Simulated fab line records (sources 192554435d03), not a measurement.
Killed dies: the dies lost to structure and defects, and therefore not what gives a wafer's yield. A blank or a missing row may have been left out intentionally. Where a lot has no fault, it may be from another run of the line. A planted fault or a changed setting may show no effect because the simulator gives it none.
Chamber matching    flow n5 finfet    4 sister chambers for N5_ILD0_ALD_15 on ald sin-01
The step deposits SiNx, target thk 24 nm, pulse time 1 s, ald cycles 480. 4 wafers are shown with their chamber, then 11 later ones without.

== WAFERS WITH THEIR CHAMBER ==
wafer   chamber  heater power w (W)
L086.1  0        676
L086.2  1        843
L086.3  2        973
L086.4  3        820

== WAFERS MISSING THEIR CHAMBER ==
wafer   heater power w (W)
L086.5  710
L086.6  835
L088.2  707
L088.5  705
L088.6  850
L089.1  840
L089.2  863
L089.3  1006
L089.4  719
L089.5  999
L089.6  824

== WHICH CHAMBER EACH WENT THROUGH ==
wafer   from the rows above      in truth
L086.5  0                        0
L086.6  can't be placed: 1 or 3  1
L088.2  0                        0
L088.5  0                        0
L088.6  can't be placed: 1 or 3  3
L089.1  can't be placed: 1 or 3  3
L089.2  can't be placed: 1 or 3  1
L089.3  2                        2
L089.4  0                        0
L089.5  2                        2
L089.6  can't be placed: 3 or 1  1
Correctly placed: 6 of 11. Can't be placed from these rows: 5 (the true chamber is among the candidates in 5). Placed wrongly: 0.
How it was worked out, from the rows above alone: a wafer's distance from a chamber is the root of the sum, over the readings, of the square of ((its reading less the chamber's mean) divided by the reading's scatter). If the next closest chamber is less than 2 further off than the closest, the wafer can't be placed; otherwise it belongs to the closest. The mean given for a chamber averages the wafers shown for that chamber. The scatter: with one shown wafer a chamber, the root of the mean of the squares of how far each hidden wafer lies from its nearest shown one.
